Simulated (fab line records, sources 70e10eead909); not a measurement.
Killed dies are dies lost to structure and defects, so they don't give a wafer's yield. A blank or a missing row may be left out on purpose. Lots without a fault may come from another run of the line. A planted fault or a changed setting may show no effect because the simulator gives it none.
Problem report in the 8D (eight disciplines) form, filled by code | flow nand_harc | the parts of the form that need people (team, actions taken, sign-off) are left out

1. THE PROBLEM
run_length_s at NHARC_A_STAIRCASE_TRIM_226 reads a mean of 290.5 s on 3 wafers of 2 lots; wafers without a fault read 232.4 s with a standard deviation of 0.42. That is +99 or more standard deviations from the usual mean.
The step: chemistry O2, time 211.2 s.
First seen on wafer L320.5, day 23 08:28, on rie_diel-02. The record holds 40 wafers of 14 lots with a number at this step. Rule for "out", or "out of limits": more than 4 standard deviations from the usual mean. The other wafers with a number count as sound.

2. WHAT IT IS AND WHAT IT IS NOT
question                    | is                     | is not
which readings at this step | run_length_s           | drypump_motor_current_A, oes_product_au, rf_vpp_V, showerhead_plenum_p_Torr, throttle_valve_pct
which lots                  | L320, L321             | L303, L304, L305, L306, L309, L311, L312, L313, L314, L315, L316, L322
which wafers of those lots  | L320.5, L321.3, L321.6 | L321.1
read on which tools         | rie_diel-02            | rie_diel-04, rie_diel-05
when                        | from day 23 08:28      | up to then (33 sound wafers); but 4 sound wafers of L321, L322 came after

3. SUSPECTS, AND WHAT RULES EACH OUT
Counting: a tool at a process step up to the reading stays a suspect if it ran every lot that is out. Sound lots after the first of them don't rule it out here, since some wafers of a struck lot are sound.
- rie_diel-02 at NHARC_A_STAIRCASE_TRIM_202 (chemistry O2, time 211.2 s): kept. It ran every lot that is out, first L320 (day 23 08:28); its last sound lot up to then is L313 (day 20 17:55). NHARC_A_STAIRCASE_TRIM_202 gives no start for some lots, so the hours and the order of its lots are those of NHARC_A_STAIRCASE_TRIM_226.
- rie_diel-02 at NHARC_A_STAIRCASE_TRIM_226 (chemistry O2, time 211.2 s): kept. It ran every lot that is out, first L320 (day 23 08:28); its last sound lot up to then is L315 (day 20 22:44). Its own readings are out on those wafers: run_length_s.
- Within rie_diel-02 at NHARC_A_STAIRCASE_TRIM_202: the wafers that are out ran in chambers 1, 3; their sound lot-mates ran in chamber 0.
- Within rie_diel-02 at NHARC_A_STAIRCASE_TRIM_226: the wafers that are out ran in chamber 0; their sound lot-mates ran in chamber 3.
Left after counting: rie_diel-02 at NHARC_A_STAIRCASE_TRIM_202, rie_diel-02 at NHARC_A_STAIRCASE_TRIM_226.

4. THE CAUSE (what the simulator had put in)
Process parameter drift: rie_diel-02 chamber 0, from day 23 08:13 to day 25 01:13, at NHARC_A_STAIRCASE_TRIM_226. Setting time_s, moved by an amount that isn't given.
Counting left 2 suspects, and this tool is among them.

5. THE CHAIN OF EFFECTS, in route order
Each row: a reading whose mean over the struck wafers that have a number lies more than 3 standard deviations from the usual. Only readings for which the record gives a usual standard deviation are gone through. hours: the time from each lot's start at the first step in this table that gives one to its start at this step, as a median over the lots. sigmas: the change in usual standard deviations.
hours | step                       | reading      | usual   | on struck wafers | change | sigmas
0     | NHARC_A_STAIRCASE_TRIM_226 | run_length_s | 232.4 s | 290.5            | +58.1  | +99 or more
The process steps in it:
- NHARC_A_STAIRCASE_TRIM_226: chemistry O2, time 211.2 s.

6. WHAT WOULD HAVE CAUGHT IT SOONER
In this record the first reading out of limits was taken at day 23 08:28, 0 hours after the fault began at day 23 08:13.
